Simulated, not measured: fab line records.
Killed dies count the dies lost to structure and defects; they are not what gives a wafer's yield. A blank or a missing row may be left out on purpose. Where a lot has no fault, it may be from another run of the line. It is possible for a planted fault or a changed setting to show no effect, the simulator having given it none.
Which tool is to blame? ; flow nand-harc ; 14 lots, 42 wafers sampled, at 4 steps of a route of 1302

== WHAT THE GAUGES SHOWED, per wafer ==
The record lacks any reading of a measuring or inspecting step that a usual standard deviation could be used to judge.

== WHICH TOOL RAN EACH LOT (tool, then ch and the chambers of the sampled wafers, then the start) ==
lot;NHARC_P_GATE_ETCHBACK_37;NHARC_P_GATE_DESCUM_48;NHARC_P_CONTACT_EXPOSE_09;NHARC_P_CONTACT_DEGAS_38
L583;rie-diel-02 ch 0,3, day 5 17:43 or earlier;rie-diel-02 ch 0,1,3, day 5 17:43;arfi-scanner-02 ch 0, day 6 01:32;pvd-sputter-02, day 6 03:26
L584;rie-diel-11 ch 0,1,3, day 5 19:02 or earlier;rie-diel-04 ch 0,2,3, day 5 19:02;arfi-scanner-02, day 8 08:29;pvd-sputter-02, day 8 10:33
L586;rie-diel-02 ch 0,2, day 6 19:21 or earlier;rie-diel-11 ch 1,3, day 6 19:21;arfi-scanner-03 ch 0, day 7 03:37;pvd-sputter-03, day 7 05:31
L587;rie-diel-11 ch 1,2,3, day 7 02:17 or earlier;rie-diel-04 ch 1,2,3, day 7 02:17;arfi-scanner-02 ch 0, day 7 10:18;pvd-sputter-02, day 7 12:13
L588;rie-diel-04 ch 0,1,2, day 7 13:22 or earlier;rie-diel-04 ch 0,2, day 7 13:22;arfi-scanner-03, day 7 21:15;pvd-sputter-01, day 7 23:09
L595;rie-diel-11 ch 0,1, day 10 16:50 or earlier;rie-diel-04 ch 0,2, day 10 16:50;arfi-scanner-03 ch 0, day 11 00:27;pvd-sputter-01, day 11 02:22
L596;rie-diel-04 ch 1,2,3, day 11 11:14 or earlier;rie-diel-02 ch 0,3, day 11 11:14;arfi-scanner-01 ch 0, day 11 19:16;pvd-sputter-03, day 11 21:14
L597;rie-diel-04 ch 0,1, day 11 11:32 or earlier;rie-diel-11 ch 0,2,3, day 11 11:32;arfi-scanner-01 ch 0, day 11 19:56;pvd-sputter-01, day 11 21:51
L599;rie-diel-02 ch 0,1, day 12 00:23 or earlier;rie-diel-02 ch 0,2,3, day 12 00:23;arfi-scanner-02 ch 0, day 12 08:15;pvd-sputter-02, day 12 10:33
L601;rie-diel-11 ch 0,1,2, day 12 19:17 or earlier;rie-diel-04 ch 0,1,3, day 12 19:17;arfi-scanner-01 ch 0, day 13 03:14;pvd-sputter-03, day 13 05:08
L603;rie-diel-02 ch 0,3, day 13 21:39 or earlier;rie-diel-02 ch 0,1,3, day 13 21:39;arfi-scanner-01 ch 0, day 14 05:32;pvd-sputter-02, day 14 07:26
L604;rie-diel-11 ch 0,1,3, day 14 08:20 or earlier;rie-diel-11 ch 0,2,3, day 14 08:20;arfi-scanner-03 ch 0, day 14 16:14;pvd-sputter-01, day 14 18:09
L605;rie-diel-11 ch 0,3, day 14 15:02 or earlier;rie-diel-02 ch 0,2,3, day 14 15:02;arfi-scanner-03 ch 0, day 14 22:56;pvd-sputter-03, day 15 00:51
L606;rie-diel-11 ch 0,1, day 15 00:56 or earlier;rie-diel-02 ch 0,1,3, day 15 00:56;arfi-scanner-03 ch 0, day 15 08:31;pvd-sputter-03, day 15 10:28
- NHARC_P_GATE_ETCHBACK_37: etches the open film in CHF3/O2, target depth 34.5 nm, time 17.2 s.
- NHARC_P_GATE_DESCUM_48: chemistry O2, time 3 s.
- NHARC_P_CONTACT_EXPOSE_09: exposes mask P CA, target cd 90 nm.
- NHARC_P_CONTACT_DEGAS_38: time 60 s.

== WHAT THE TOOLS THEMSELVES READ (means of the sampled wafers that have a number; where no wafer has one, the mark that the record gives instead) ==
NHARC_P_GATE_ETCHBACK_37. Usual: drypump-motor-current-A 5.9 A, standard deviation 0.43; oes-product-au 0.95 a.u., standard deviation 0.031; rf-vpp-V 371.4 V, standard deviation 1.9; showerhead-plenum-p-Torr 2.44 Torr, standard deviation 0.076; throttle-valve-pct 20.572 %, standard deviation 0.0089.
lot;tool;drypump-motor-current-A (A);oes-product-au (a.u.);rf-vpp-V (V);showerhead-plenum-p-Torr (Torr);throttle-valve-pct (%);flag
L583;rie-diel-02;6.1;0.96;371.2;2.47;20.570;
L584;rie-diel-11;5.8;0.92;370.3;2.38;20.570;
L586;rie-diel-02;6.1;0.93;372.6;2.52;20.571;
L587;rie-diel-11;5.8;0.92;371.3;2.43;20.575;
L588;rie-diel-04;5.8;1.00;371.2;2.44;20.565;
L595;rie-diel-11;5.3;0.92;371.6;2.41;20.573;
L596;rie-diel-04;5.8;0.91;371.7;2.44;20.576;
L597;rie-diel-04;5.6;0.92;372.6;2.48;20.570;
L599;rie-diel-02;6.0;0.93;372.0;2.49;20.571;
L601;rie-diel-11;5.5;0.94;371.5;2.42;20.566;
L603;rie-diel-02;6.1;0.94;372.0;2.46;20.572;
L604;rie-diel-11;5.8;0.94;370.0;2.38;20.573;
L605;rie-diel-11;6.2;0.95;369.0;2.35;20.566;
L606;rie-diel-11;5.5;0.92;369.7;2.36;20.572;

NHARC_P_GATE_DESCUM_48. Usual: drypump-motor-current-A 5.9 A, standard deviation 0.41; oes-product-au 1.002 a.u., standard deviation 0.011; rf-vpp-V 58.0 V, standard deviation 0.85; showerhead-plenum-p-Torr 1.96 Torr, standard deviation 0.064; throttle-valve-pct 11.313 %, standard deviation 0.0096.
lot;tool;drypump-motor-current-A (A);oes-product-au (a.u.);rf-vpp-V (V);showerhead-plenum-p-Torr (Torr);throttle-valve-pct (%);flag
L583;rie-diel-02;6.1;1.008;57.6;1.96;11.316;
L584;rie-diel-04;6.2;0.990;57.6;2.00;11.308;
L586;rie-diel-11;5.6;0.998;57.8;1.94;11.319;
L587;rie-diel-04;5.8;0.998;57.9;1.95;11.310;
L588;rie-diel-04;6.2;0.991;57.2;2.00;11.315;
L595;rie-diel-04;6.4;0.992;57.4;1.95;11.312;
L596;rie-diel-02;6.1;1.011;58.6;1.97;11.324;
L597;rie-diel-11;6.0;1.003;57.7;1.90;11.307;
L599;rie-diel-02;6.1;1.004;59.0;1.99;11.323;
L601;rie-diel-04;5.7;0.998;58.1;1.99;11.300;
L603;rie-diel-02;6.1;1.011;58.0;1.96;11.306;
L604;rie-diel-11;6.0;0.999;58.2;1.90;11.307;
L605;rie-diel-02;6.1;1.012;57.6;1.98;11.307;
L606;rie-diel-02;6.1;1.014;58.2;1.96;11.312;

NHARC_P_CONTACT_EXPOSE_09. Usual: exposure-dose-mJ-cm2 81.26, standard deviation 0.091; focus-offset-nm 0.0 nm, standard deviation 0.55.
lot;tool;exposure-dose-mJ-cm2;focus-offset-nm (nm);flag
L583;arfi-scanner-02;81.43;0.3;
L584;arfi-scanner-02;-;-;OFF
L586;arfi-scanner-03;81.23;-1.2;
L587;arfi-scanner-02;81.29;-0.1;
L588;arfi-scanner-03;-;-;OFF
L595;arfi-scanner-03;81.17;0.2;
L596;arfi-scanner-01;81.22;-0.1;
L597;arfi-scanner-01;81.21;0.4;
L599;arfi-scanner-02;81.20;0.2;
L601;arfi-scanner-01;81.23;0.2;
L603;arfi-scanner-01;81.26;-0.1;
L604;arfi-scanner-03;81.33;0.4;
L605;arfi-scanner-03;81.18;-0.5;
L606;arfi-scanner-03;81.19;-0.8;

NHARC_P_CONTACT_DEGAS_38. Usual: 456 W for heater-power-w, sd 60.
lot;tool;heater-power-w (W);flag
L583;pvd-sputter-02;416;
L584;pvd-sputter-02;421;
L586;pvd-sputter-03;477;
L587;pvd-sputter-02;417;
L588;pvd-sputter-01;548;
L595;pvd-sputter-01;423;
L596;pvd-sputter-03;437;
L597;pvd-sputter-01;492;
L599;pvd-sputter-02;428;
L601;pvd-sputter-03;455;
L603;pvd-sputter-02;448;
L604;pvd-sputter-01;461;
L605;pvd-sputter-03;450;
L606;pvd-sputter-03;471;

== THE ANSWER, worked out from the rows above alone ==
Rule: lot off if the mean of its wafers having a number is beyond 3 standard deviations from the usual mean. A lot without any number at a reading at which 4 lots or more have one is off too. All remaining lots with rows at the step are treated as sound. After the gauges, taken in route order, come the tools' own readings; for these a lot's mean is taken, as printed above. The first step at which some lot is off is used, and at that step the reading that is off furthest; a lot without a number counts as furthest.
Off: L584, L588, at NHARC_P_CONTACT_EXPOSE_09 (exposure-dose-mJ-cm2). Without a number there: L584, L588.
A tool fits if, at that step or a process step before it, it ran every lot that is off, and no sound lot after the first of them. NHARC_P_GATE_ETCHBACK_37: start missing for some lots; hours and lot order therefore follow NHARC_P_GATE_DESCUM_48. Of those tried, none fits.

== WHAT THE SIMULATOR PUT IN ==
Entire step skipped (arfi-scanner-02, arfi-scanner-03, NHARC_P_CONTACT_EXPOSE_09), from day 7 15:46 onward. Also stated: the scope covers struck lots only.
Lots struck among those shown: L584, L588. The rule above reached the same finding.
